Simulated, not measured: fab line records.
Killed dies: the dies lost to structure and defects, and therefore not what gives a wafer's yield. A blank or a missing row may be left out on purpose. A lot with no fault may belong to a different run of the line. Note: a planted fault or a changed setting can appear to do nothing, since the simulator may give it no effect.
fab line records    flow n5_finfet    part 1 of 2: steps 1 to 3 of 6
record lots=24  wafers=72  last_day=19
route steps=1938 shown FIN_CUT@176 SD_EPI_N@273 ILD0@344 SDB@357
lots untouched by any fault: they come from a run of this same line in which no faults occurred
start_h: the number of hours between the record's first day and the start of the first shown wafer of the lot    wait_h: hours from the lot's prior step to this one    " same as the row above    L1.1+2: several wafers, shown together as one row    - either no value or no given start    * or withheld: withheld    < > ~ a bound
route shown NAME@n: a module of which the file shows steps, and the number in the route of the first    usual: mean/standard deviation of fault-free wafers    same: alike in all rows    chamber/n: place in a boat    sites: each site's reading    _std_site: the values' standard deviation    _edge_site: the outer-site mean with the inner-site mean subtracted    radius_mm: for every site, how far away it sits from the centre of the wafer    mask NAME#n: copy n    behind: tool/chamber where the wafer was last shaped    hold: the reason the lot was held/the length of the hold in hours/how it ended    device: the n, p or np transistor that did not switch    end of line: tests of these same wafers at the route's end    where a step has no rows: the recipe by itself    killed: dies that structure and defects cost at the first sort, which is not the same as the wafer's yield    map: a wafer's dies, marking killed ones x, the rest . and places with no die _
set.NAME: the setting as run; set.NAME@STEP: as run at that earlier step    model.NAME: the simulator's own value behind a step, which no gauge read
the route's steps for a sample of lots (tables are steps, rows are wafers)
services: the hour from which a tool's chamber was out of use, counted from the record's first day as start_h (under 0 if before that day), plus the number of hours and why
## steps
# step N5_FIN_CUT_CUT_ETCH_15
# recipe chemistry=HBr/Cl2/O2  target=Si  target_depth_a=1000  bt_time_s=10  mask_material=SOC  time_s=42.4  ion_energy_ev=*  bias_w=*  pressure_mtorr=10  icp_w=800  HBr_flow_sccm=150  Cl2_flow_sccm=80  O2_flow_sccm=12
# usual drypump_motor_current_A=5.87/0.27  oes_product_au=0.995/0.013  throttle_valve_pct=37.1/0.35
# same bt_time_s=10
lot.wafer  tool       chamber  start_h  wait_h  drypump_motor_current_A  oes_product_au  rf_hours_counter_h  throttle_valve_pct
L074.2     rie_si-05  3        30.07    0.1     5.78                     0.996           86                  37.1
L074.3     "          2        "        "       5.66                     1.015           144                 37.4
L074.4     "          0        "        "       6.04                     1.034           5                   37.0
L075.4     rie_si-03  1        34.19    0.0     5.89                     0.993           171                 37.4
L075.5     "          3        "        "       5.75                     0.999           -                   36.7
L075.6     "          2        "        "       6.26                     0.994           -                   36.9
L076.2     rie_si-03  2        39.19    0.1     6.26                     1.002           65                  36.9
L076.3     "          0        "        "       5.80                     0.988           86                  36.8
L076.5     "          2        "        "       6.25                     0.988           -                   36.9
L077.4     rie_si-03  1        47.29    0.0     5.94                     1.001           171                 37.3
L077.5     "          2        "        "       6.27                     0.994           -                   36.9
L077.6     "          1        "        "       5.94                     0.991           -                   37.3
L078.1     rie_si-03  3        52.56    0.1     5.77                     0.998           80                  36.7
L078.3     "          2        "        "       6.26                     0.993           65                  36.9
L078.4     "          0        "        "       5.84                     0.985           -                   36.8
L079.2     rie_si-04  2        57.90    0.1     5.21                     0.993           189                 37.2
L079.5     "          3        "        "       5.94                     0.992           -                   37.7
L079.6     "          0        "        "       5.76                     0.989           -                   37.8
L080.2     rie_si-04  3        68.43    0.1     5.92                     0.996           169                 37.7
L080.3     "          2        "        "       5.22                     0.987           189                 37.2
L080.6     "          3        "        "       5.93                     0.998           -                   37.7
L081.3     rie_si-05  2        69.51    0.0     5.66                     1.009           145                 37.4
L081.5     "          1        "        "       5.69                     0.977           -                   37.6
L081.6     "          2        "        "       5.67                     1.015           -                   37.4
L082.2     rie_si-03  1        76.31    0.1     5.84                     0.996           171                 37.3
L082.4     "          2        "        "       6.27                     0.991           66                  36.9
L082.5     "          3        "        "       5.73                     0.998           -                   36.7
L083.2     rie_si-03  2        82.10    0.1     6.27                     0.995           66                  36.9
L083.3     "          0        "        "       5.84                     0.981           87                  36.8
L083.6     "          1        "        "       5.90                     0.989           -                   37.3
L084.2     rie_si-04  1        87.73    0.1     6.53                     0.994           198                 37.2
L084.3     "          0        "        "       5.77                     0.981           143                 37.8
L084.4     "          3        "        "       5.90                     0.993           169                 37.7
L085.1     rie_si-03  1        93.52    0.1     5.86                     0.991           172                 37.4
L085.2     "          2        "        "       6.28                     0.989           66                  36.9
L085.3     "          0        "        "       5.86                     0.981           87                  36.8
L086.4     rie_si-04  2        101.44   0.1     5.22                     0.985           -                   37.2
L086.5     "          0        "        "       5.82                     0.981           -                   37.8
L086.6     "          3        "        "       5.93                     0.995           -                   37.7
L087.2     rie_si-04  0        105.77   0.1     5.79                     0.979           144                 37.8
L087.4     "          3        "        "       5.96                     0.991           -                   37.7
L087.5     "          2        "        "       5.21                     1.000           -                   37.2
L088.2     rie_si-03  3        113.84   0.1     5.75                     1.000           82                  36.7
L088.3     "          2        "        "       6.28                     0.991           67                  36.9
L088.5     "          3        "        "       5.74                     1.005           -                   36.7
L089.3     rie_si-03  1        117.94   0.0     5.89                     0.993           172                 37.4
L089.4     "          3        "        "       5.75                     0.998           82                  36.7
L089.5     "          3        "        "       5.73                     1.002           -                   36.7
L090.2     rie_si-03  2        123.81   0.1     6.26                     0.988           67                  36.9
L090.3     "          0        "        "       5.86                     0.995           88                  36.8
L090.4     "          3        "        "       5.75                     0.996           82                  36.7
L091.1     rie_si-05  2        130.06   0.1     5.66                     1.011           145                 37.4
L091.3     "          1        "        "       5.69                     0.974           137                 37.6
L091.6     "          2        "        "       5.67                     1.008           -                   37.4
L092.2     rie_si-03  1        135.55   0.1     5.91                     0.994           172                 37.3
L092.5     "          0        "        "       5.85                     0.981           -                   36.8
L092.6     "          3        "        "       5.75                     0.998           -                   36.7
L093.1     rie_si-05  1        141.59   0.1     5.68                     0.973           137                 37.6
L093.3     "          2        "        "       5.67                     1.011           146                 37.4
L093.6     "          2        "        "       5.66                     1.007           -                   37.4
L094.1     rie_si-05  0        149.62   0.1     6.02                     1.043           7                   37.0
L094.2     "          3        "        "       5.76                     1.001           88                  37.1
L094.3     "          2        "        "       5.68                     1.018           146                 37.4
L095.2     rie_si-05  1        155.40   0.1     5.69                     0.975           137                 37.6
L095.3     "          2        "        "       5.67                     1.014           146                 37.4
L095.6     "          0        "        "       6.03                     1.034           -                   37.0
L096.4     rie_si-03  3        164.46   0.0     5.75                     1.006           83                  36.7
L096.5     "          2        "        "       6.28                     0.994           -                   36.9
L096.6     "          3        "        "       5.73                     0.992           -                   36.7
L097.1     rie_si-03  2        170.09   0.1     6.27                     0.994           68                  36.9
L097.3     "          1        "        "       5.91                     0.995           173                 37.3
L097.6     "          2        "        "       6.28                     0.999           -                   36.9
# step N5_SD_EPI_N_DESCUM_14
# recipe chemistry=O2  time_s=7.9  source_power_w=50  bias_power_w=20  pressure_mtorr=20  rf_frequency_hz=2.712e+07  temp_c=40  resist=CAR-ArF-block  o2_flow_sccm=225
# usual drypump_motor_current_A=5.5/0.36  oes_product_au=0.83/0.094  rf_vpp_V=243.9/1.2  showerhead_plenum_p_Torr=2.14/0.058  throttle_valve_pct=20.39/0.18
lot.wafer  tool         chamber  start_h  wait_h  drypump_motor_current_A  oes_product_au  rf_hours_counter_h  rf_vpp_V  showerhead_plenum_p_Torr  throttle_valve_pct
L074.2     rie_diel-01  2        52.55    0.0     6.1                      0.98            4                   244.1     2.24                      20.22
L074.3     "            0        "        "       5.2                      0.95            15                  246.2     2.23                      20.10
L074.4     "            1        "        "       5.9                      0.71            -                   244.4     2.16                      20.36
L075.4     rie_diel-04  2        59.58    0.2     5.4                      0.94            -                   246.0     2.15                      20.39
L075.5     "            3        "        "       5.6                      0.93            -                   244.9     2.15                      20.37
L075.6     "            0        "        "       5.7                      0.74            -                   243.2     2.09                      20.53
L076.2     rie_diel-01  0        60.56    0.2     5.3                      0.95            19                  244.4     2.22                      20.10
L076.3     "            1        "        "       5.9                      0.71            181                 243.7     2.16                      20.37
L076.5     "            1        "        "       5.9                      0.71            -                   245.0     2.16                      20.35
L077.4     rie_diel-02  0        68.56    0.0     5.7                      0.72            186                 244.0     2.17                      20.81
L077.5     "            1        "        "       4.7                      0.88            -                   244.5     2.12                      20.58
L077.6     "            0        "        "       5.7                      0.73            -                   244.8     2.17                      20.81
L078.1     rie_diel-04  0        72.46    0.0     5.8                      0.75            183                 241.9     2.08                      20.54
L078.3     "            2        "        "       5.4                      0.92            28                  243.0     2.14                      20.40
L078.4     "            0        "        "       5.7                      0.75            -                   242.7     2.08                      20.55
L079.2     rie_diel-04  3        81.04    0.2     5.6                      0.91            21                  243.3     2.14                      20.40
L079.5     "            0        "        "       5.7                      0.74            -                   241.0     2.08                      20.57
L079.6     "            2        "        "       5.4                      0.91            -                   244.1     2.14                      20.41
L080.2     rie_diel-01  0        88.72    0.0     5.3                      0.91            30                  245.4     2.22                      20.13
L080.3     "            1        "        "       5.9                      0.71            190                 244.6     2.16                      20.38
L080.6     "            2        "        "       6.1                      0.94            -                   245.3     2.24                      20.23
L081.3     rie_diel-04  1        92.55    0.0     5.4                      0.99            3                   243.4     2.06                      20.34
L081.5     "            1        "        "       5.4                      0.98            -                   243.1     2.06                      20.32
L081.6     "            2        "        "       5.4                      0.90            -                   244.2     2.14                      20.41
L082.2     rie_diel-01  3        96.36    0.1     5.7                      0.95            12                  243.3     2.05                      20.20
L082.4     "            0        "        "       5.3                      0.91            33                  244.3     2.22                      20.14
L082.5     "            1        "        "       5.9                      0.70            -                   244.0     2.16                      20.40
L083.2     rie_diel-02  1        103.32   0.1     4.7                      0.86            70                  244.7     2.12                      20.58
L083.3     "            3        "        "       5.1                      0.75            146                 243.9     2.17                      20.28
L083.6     "            1        "        "       4.7                      0.85            -                   244.0     2.12                      20.58
L084.2     rie_diel-04  2        109.84   0.0     5.4                      0.91            41                  244.5     2.14                      20.43
L084.3     "            3        "        "       5.6                      0.89            30                  245.5     2.14                      20.42
L084.4     "            0        "        "       5.8                      0.73            196                 244.2     2.08                      20.58
L085.1     rie_diel-02  2        113.54   0.0     5.5                      0.74            155                 244.4     2.09                      20.36
L085.2     "            3        "        "       5.1                      0.75            149                 244.8     2.17                      20.26
L085.3     "            1        "        "       4.7                      0.85            74                  243.8     2.12                      20.61
L086.4     rie_diel-01  0        126.19   0.0     5.3                      0.89            43                  244.2     2.21                      20.13
L086.5     "            0        "        "       5.3                      0.89            -                   245.1     2.21                      20.16
L086.6     "            3        "        "       5.7                      0.91            -                   242.3     2.05                      20.23
L087.2     rie_diel-01  3        129.76   0.1     5.7                      0.92            23                  242.1     2.05                      20.24
L087.4     "            1        "        "       5.9                      0.70            206                 244.4     2.15                      20.41
L087.5     "            0        "        "       5.3                      0.88            -                   245.5     2.21                      20.13
L088.2     rie_diel-01  3        134.33   0.0     5.7                      0.91            24                  243.1     2.05                      20.23
L088.3     "            0        "        "       5.3                      0.88            46                  244.8     2.21                      20.15
L088.5     "            3        "        "       5.7                      0.91            -                   242.9     2.05                      20.24
L089.3     rie_diel-01  0        137.76   0.0     5.3                      0.89            47                  245.5     2.21                      20.17
L089.4     "            0        "        "       5.2                      0.89            -                   246.0     2.21                      20.17
L089.5     "            2        "        "       6.1                      0.90            -                   245.0     2.23                      20.25
L090.2     rie_diel-02  3        145.40   0.0     5.1                      0.75            163                 245.6     2.17                      20.31
L090.3     "            2        "        "       5.5                      0.73            169                 243.7     2.09                      20.37
L090.4     "            3        "        "       5.1                      0.74            -                   243.7     2.17                      20.29
L091.1     rie_diel-04  1        151.03   0.0     5.5                      0.93            23                  242.6     2.05                      20.35
L091.3     "            0        "        "       5.8                      0.72            211                 242.2     2.08                      20.58
L091.6     "            0        "        "       5.7                      0.72            -                   242.5     2.07                      20.61
L092.2     rie_diel-02  3        155.56   0.0     5.1                      0.74            166                 244.2     2.17                      20.30
L092.5     "            2        "        "       5.5                      0.73            -                   244.0     2.09                      20.36
L092.6     "            3        "        "       5.1                      0.74            -                   243.7     2.17                      20.30
L093.1     rie_diel-02  1        163.02   0.1     4.7                      0.84            89                  243.0     2.11                      20.63
L093.3     "            3        "        "       5.1                      0.74            169                 243.0     2.17                      20.30
L093.6     "            2        "        "       5.5                      0.73            -                   242.0     2.09                      20.39
L094.1     rie_diel-02  0        171.18   0.0     5.7                      0.70            219                 243.1     2.16                      20.85
L094.2     "            3        "        "       5.1                      0.74            171                 245.1     2.17                      20.32
L094.3     "            2        "        "       5.5                      0.73            178                 243.3     2.09                      20.39
L095.2     rie_diel-04  1        175.91   0.0     5.4                      0.90            32                  241.9     2.05                      20.35
L095.3     "            0        "        "       5.7                      0.71            221                 242.5     2.07                      20.62
L095.6     "            2        "        "       5.4                      0.86            -                   244.0     2.13                      20.47
L096.4     rie_diel-04  1        187.95   0.2     5.4                      0.89            36                  242.5     2.05                      20.36
L096.5     "            1        "        "       5.4                      0.89            -                   241.7     2.05                      20.36
L096.6     "            2        "        "       5.4                      0.85            -                   244.3     2.13                      20.45
L097.1     rie_diel-01  2        191.55   0.0     6.1                      0.86            56                  244.2     2.22                      20.29
L097.3     "            1        "        "       5.9                      0.68            224                 243.5     2.15                      20.44
L097.6     "            1        "        "       5.9                      0.68            -                   243.9     2.14                      20.44
# step N5_SD_EPI_N_ETCH_35
# recipe chemistry=N2/H2  target=SOC  overetch_a=1080  mask_material=SiARC  temp_c=40  ion_energy_ev=100  source_w=3000  bias_w=133  pressure_mtorr=20  time_s=486  n2_flow_sccm=200  h2_flow_sccm=200
# usual drypump_motor_current_A=5.5/0.36  oes_product_au=0.74/0.079  rf_vpp_V=241.4/1.2  showerhead_plenum_p_Torr=2.59/0.07  throttle_valve_pct=23.73/0.22
lot.wafer  tool         chamber  start_h  wait_h  drypump_motor_current_A  oes_product_au  rf_hours_counter_h  rf_vpp_V  showerhead_plenum_p_Torr  throttle_valve_pct
L074.2     rie_diel-01  2        52.64    0.0     6.1                      0.87            4                   242.3     2.70                      23.48
L074.3     "            0        "        "       5.2                      0.85            15                  242.6     2.70                      23.54
L074.4     "            1        "        "       5.9                      0.64            -                   242.1     2.63                      23.90
L075.4     rie_diel-04  2        59.81    0.2     5.4                      0.83            -                   242.7     2.60                      23.83
L075.5     "            3        "        "       5.6                      0.82            -                   242.1     2.59                      23.67
L075.6     "            0        "        "       5.8                      0.66            -                   240.3     2.52                      23.62
L076.2     rie_diel-01  0        60.65    0.0     5.3                      0.84            19                  242.1     2.70                      23.55
L076.3     "            1        "        "       5.9                      0.63            181                 241.6     2.63                      23.89
L076.5     "            1        "        "       5.9                      0.63            -                   242.9     2.63                      23.88
L077.4     rie_diel-02  0        68.65    0.0     5.7                      0.65            186                 241.9     2.64                      24.33
L077.5     "            1        "        "       4.7                      0.78            -                   241.5     2.58                      23.89
L077.6     "            0        "        "       5.7                      0.65            -                   241.4     2.64                      24.32
L078.1     rie_diel-04  0        72.55    0.0     5.7                      0.66            183                 241.9     2.52                      23.64
L078.3     "            2        "        "       5.4                      0.81            28                  242.6     2.60                      23.82
L078.4     "            0        "        "       5.7                      0.66            -                   240.8     2.52                      23.62
L079.2     rie_diel-04  3        81.13    0.0     5.6                      0.81            21                  241.4     2.59                      23.67
L079.5     "            0        "        "       5.8                      0.66            -                   239.5     2.52                      23.63
L079.6     "            2        "        "       5.4                      0.81            -                   239.7     2.59                      23.83
L080.2     rie_diel-01  0        88.81    0.0     5.3                      0.82            30                  242.0     2.69                      23.56
L080.3     "            1        "        "       5.9                      0.64            191                 242.3     2.62                      23.90
L080.6     "            2        "        "       6.1                      0.83            -                   243.1     2.70                      23.53
L081.3     rie_diel-04  1        92.64    0.0     5.4                      0.86            3                   240.4     2.50                      23.89
L081.5     "            1        "        "       5.4                      0.87            -                   238.9     2.50                      23.89
L081.6     "            2        "        "       5.4                      0.81            -                   240.9     2.59                      23.84
L082.2     rie_diel-01  3        96.45    0.0     5.7                      0.84            12                  240.6     2.49                      23.50
L082.4     "            0        "        "       5.3                      0.81            33                  241.6     2.69                      23.56
L082.5     "            1        "        "       5.9                      0.63            -                   243.2     2.62                      23.91
L083.2     rie_diel-02  1        103.41   0.0     4.7                      0.76            70                  241.0     2.57                      23.92
L083.3     "            3        "        "       5.1                      0.69            146                 242.1     2.65                      23.53
L083.6     "            1        "        "       4.7                      0.76            -                   240.0     2.57                      23.93
L084.2     rie_diel-04  2        109.93   0.0     5.4                      0.79            41                  241.5     2.59                      23.85
L084.3     "            3        "        "       5.6                      0.79            30                  240.6     2.58                      23.68
L084.4     "            0        "        "       5.7                      0.65            197                 241.3     2.51                      23.65
L085.1     rie_diel-02  2        113.63   0.0     5.5                      0.67            155                 240.7     2.53                      23.59
L085.2     "            3        "        "       5.1                      0.69            149                 241.0     2.64                      23.55
L085.3     "            1        "        "       4.7                      0.75            74                  240.4     2.57                      23.93
L086.4     rie_diel-01  0        126.28   0.0     5.3                      0.78            43                  241.8     2.69                      23.58
L086.5     "            0        "        "       5.3                      0.80            -                   243.2     2.69                      23.57
L086.6     "            3        "        "       5.7                      0.81            -                   240.9     2.49                      23.50
L087.2     rie_diel-01  3        129.86   0.0     5.7                      0.81            23                  240.5     2.49                      23.51
L087.4     "            1        "        "       5.9                      0.63            206                 242.3     2.62                      23.94
L087.5     "            0        "        "       5.3                      0.79            -                   242.2     2.69                      23.57
L088.2     rie_diel-01  3        134.42   0.0     5.7                      0.81            24                  239.0     2.49                      23.50
L088.3     "            0        "        "       5.2                      0.79            46                  243.1     2.69                      23.59
L088.5     "            3        "        "       5.7                      0.82            -                   239.0     2.49                      23.52
L089.3     rie_diel-01  0        137.85   0.0     5.3                      0.79            48                  242.5     2.69                      23.59
L089.4     "            0        "        "       5.3                      0.78            -                   242.6     2.69                      23.58
L089.5     "            2        "        "       6.1                      0.81            -                   241.6     2.69                      23.52
L090.2     rie_diel-02  3        145.49   0.0     5.1                      0.68            163                 241.0     2.64                      23.57
L090.3     "            2        "        "       5.5                      0.66            169                 239.9     2.52                      23.60
L090.4     "            3        "        "       5.1                      0.67            -                   243.3     2.64                      23.55
L091.1     rie_diel-04  1        151.12   0.0     5.4                      0.81            23                  240.0     2.49                      23.93
L091.3     "            0        "        "       5.7                      0.65            211                 240.0     2.51                      23.67
L091.6     "            0        "        "       5.7                      0.64            -                   240.4     2.51                      23.67
L092.2     rie_diel-02  3        155.66   0.0     5.1                      0.67            166                 242.5     2.64                      23.56
L092.5     "            2        "        "       5.5                      0.66            -                   239.3     2.52                      23.60
L092.6     "            3        "        "       5.1                      0.67            -                   242.2     2.64                      23.55
L093.1     rie_diel-02  1        163.11   0.0     4.7                      0.74            89                  240.5     2.56                      23.95
L093.3     "            3        "        "       5.1                      0.67            169                 241.4     2.64                      23.57
L093.6     "            2        "        "       5.5                      0.65            -                   240.0     2.52                      23.60
L094.1     rie_diel-02  0        171.27   0.0     5.7                      0.62            219                 241.3     2.62                      24.36
L094.2     "            3        "        "       5.1                      0.67            171                 244.4     2.63                      23.57
L094.3     "            2        "        "       5.5                      0.65            178                 241.7     2.52                      23.63
L095.2     rie_diel-04  1        176.00   0.0     5.4                      0.80            32                  240.0     2.49                      23.94
L095.3     "            0        "        "       5.8                      0.64            221                 241.2     2.50                      23.68
L095.6     "            2        "        "       5.4                      0.77            -                   240.2     2.58                      23.88
L096.4     rie_diel-04  1        188.04   0.0     5.4                      0.79            36                  239.2     2.49                      23.96
L096.5     "            1        "        "       5.4                      0.79            -                   240.8     2.49                      23.94
L096.6     "            2        "        "       5.4                      0.76            -                   240.4     2.58                      23.88
L097.1     rie_diel-01  2        191.64   0.0     6.1                      0.77            56                  242.3     2.68                      23.52
L097.3     "            1        "        "       5.9                      0.61            224                 242.5     2.61                      23.94
L097.6     "            1        "        "       5.9                      0.61            -                   241.4     2.61                      23.94
